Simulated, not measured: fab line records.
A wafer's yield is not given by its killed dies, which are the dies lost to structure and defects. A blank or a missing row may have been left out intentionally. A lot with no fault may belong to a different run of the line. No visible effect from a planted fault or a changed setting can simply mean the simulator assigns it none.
2 desks, one fault :: flow n5_finfet :: what lay behind the numbers comes last; until then each desk has only its own

## AT THE METROLOGY DESK
What the gauges read, lot by lot, whatever tool the lot ran on: means of the sampled wafers that have a number. If a lot's mean is further than 4 standard deviations from the usual mean, the lot is out of limits and carries the mark OUT (the distance appears in the brackets).
Columns: A = M11_ILD_THK at N5_BEOL_M11_THK_MEAS_01, usual 268 nm; B = cd_nm at N5_BEOL_M11_CD_MEAS_11, usual 64.2 nm
lot: L204
first seen here: day 11 05:26
A: 264
B: 64.1

lot: L205
first seen here: day 11 14:40
A: 269
B: 64.0

lot: L206
first seen here: day 11 18:02
A: 265
B: 63.5

lot: L207
first seen here: day 12 02:52
A: 269
B: 64.0

lot: L210
first seen here: day 12 18:49
A: 267
B: 64.6

lot: L212
first seen here: day 12 19:34
A: 267
B: 63.7

lot: L214
first seen here: day 13 17:25
A: 268
B: 64.6

lot: L218
first seen here: day 15 00:49
A: 269
B: 63.8

lot: L219
first seen here: day 15 04:47
A: 272
B: 64.8

lot: L220
first seen here: day 15 05:10
A: 266
B: 63.6

lot: L222
first seen here: day 16 09:26
A: 268
B: 64.5

lot: L223
first seen here: day 16 11:41
A: 266
B: 64.3
This desk found nothing out of limits on any of the 12 lots.

## AT THE TOOL OWNER'S DESK: litho_track-04
The tool's own readings at N5_BEOL_M11_COAT_59 (time 60 s, resist thk 100 nm): means of the sampled wafers that have a number, for each lot that ran on this tool. If a lot's mean is further than 4 standard deviations from the usual mean, the lot is out of limits and carries the mark OUT (the distance appears in the brackets).
Columns: A = spin_speed_rpm at N5_BEOL_M11_COAT_59, usual 1500.1 rpm
lot: L204
first seen here: day 11 07:11
A: 1498.6

lot: L206
first seen here: day 11 20:49
A: 1500.9

lot: L212
first seen here: day 12 22:12
A: 1501.2

lot: L218
first seen here: day 15 02:19
A: 1924.1 (+99 or more) OUT

lot: L219
first seen here: day 15 06:08
A: 1922.6 (+99 or more) OUT
This desk's finding: out of limits on L218, L219; first on L218, day 15 02:19 (spin_speed_rpm at N5_BEOL_M11_COAT_59). L204, L206, L212: within limits.

## TAKEN TOGETHER
On L218, L219, at day 15 02:19, an alarm was possible from the tool owner's desk.
At the metrology desk, nothing out of limits was observed.
The metrology desk has L218, L219 on record, within its limits.
The lots listed all ran N5_BEOL_M11_COAT_59 on litho_track-04.

## WHAT HAD BEEN PUT IN BY THE SIMULATOR
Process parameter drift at N5_BEOL_M11_COAT_59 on litho_track-04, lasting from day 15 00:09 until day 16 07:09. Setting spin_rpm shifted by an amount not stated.
Struck lots among those shown: L218, L219.
Time in hours from fault onset to the first out-of-limits reading at each desk: the tool owner's desk, 2.
